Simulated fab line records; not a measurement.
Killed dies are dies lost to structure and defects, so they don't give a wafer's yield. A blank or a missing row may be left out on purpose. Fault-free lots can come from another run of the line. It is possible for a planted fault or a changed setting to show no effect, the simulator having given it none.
Chamber matching + flow nand_harc + NHARC_P_M0_DEP_32 on pecvd-04: 3 sister chambers
The step deposits SiCN, target thk 30 nm. 18 wafers are shown with their chamber, then 9 later ones without.

== WAFERS PAIRED WITH THEIR CHAMBERS ==
| wafer  | chamber | heater_power_w (W) |
|--------|---------|--------------------|
| L077.1 | 1       | 638                |
| L077.2 | 0       | 503                |
| L077.3 | 2       | 491                |
| L076.1 | 2       | 444                |
| L076.2 | 1       | 625                |
| L076.4 | 0       | 399                |
| L082.1 | 0       | 414                |
| L082.2 | 1       | 632                |
| L082.3 | 2       | 500                |
| L086.2 | 1       | 538                |
| L086.3 | 0       | 472                |
| L086.5 | 1       | 552                |
| L089.2 | 0       | 496                |
| L089.3 | 1       | 591                |
| L089.5 | 2       | 528                |
| L091.1 | 1       | 549                |
| L091.2 | 0       | 536                |
| L091.5 | 2       | 526                |

SIGNATURES (means of the wafers above)
| reading        | chamber 0 | chamber 1 | chamber 2 | scatter within a chamber |
|----------------|-----------|-----------|-----------|--------------------------|
| heater_power_w | 470.00    | 589.29    | 497.80    | 44.8                     |
Rule: for each reading, subtract the chamber's mean from the wafer's reading, divide by that reading's scatter and square the result; add these up over the readings and take the root, which gives the wafer's distance from the chamber. The wafer belongs to the nearest chamber; if the next one is less than 2 further off, it can't be placed. The scatter: the root of (the sum of the squares of (reading less its chamber's mean) over the shown wafers, divided by (wafers less chambers)).

== WAFERS MISSING THEIR CHAMBER ==
| wafer  | heater_power_w (W) |
|--------|--------------------|
| L093.1 | 491                |
| L093.3 | 547                |
| L093.5 | 496                |
| L096.1 | 551                |
| L096.2 | 543                |
| L096.3 | 560                |
| L097.2 | 472                |
| L097.3 | 669                |
| L097.6 | 467                |

== CHAMBER TAKEN BY EACH ==
| wafer  | from the rows above          | in truth |
|--------|------------------------------|----------|
| L093.1 | can't be placed: 2 or 0      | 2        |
| L093.3 | can't be placed: 1 or 2 or 0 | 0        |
| L093.5 | can't be placed: 2 or 0      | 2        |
| L096.1 | can't be placed: 1 or 2 or 0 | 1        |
| L096.2 | can't be placed: 2 or 1 or 0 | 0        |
| L096.3 | can't be placed: 1 or 2 or 0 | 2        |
| L097.2 | can't be placed: 0 or 2      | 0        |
| L097.3 | 1                            | 1        |
| L097.6 | can't be placed: 0 or 2      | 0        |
Placed correctly: 1 of 9. Unplaceable from these rows: 8, with the true chamber sitting among the candidates in 8. Number placed wrongly: 0.
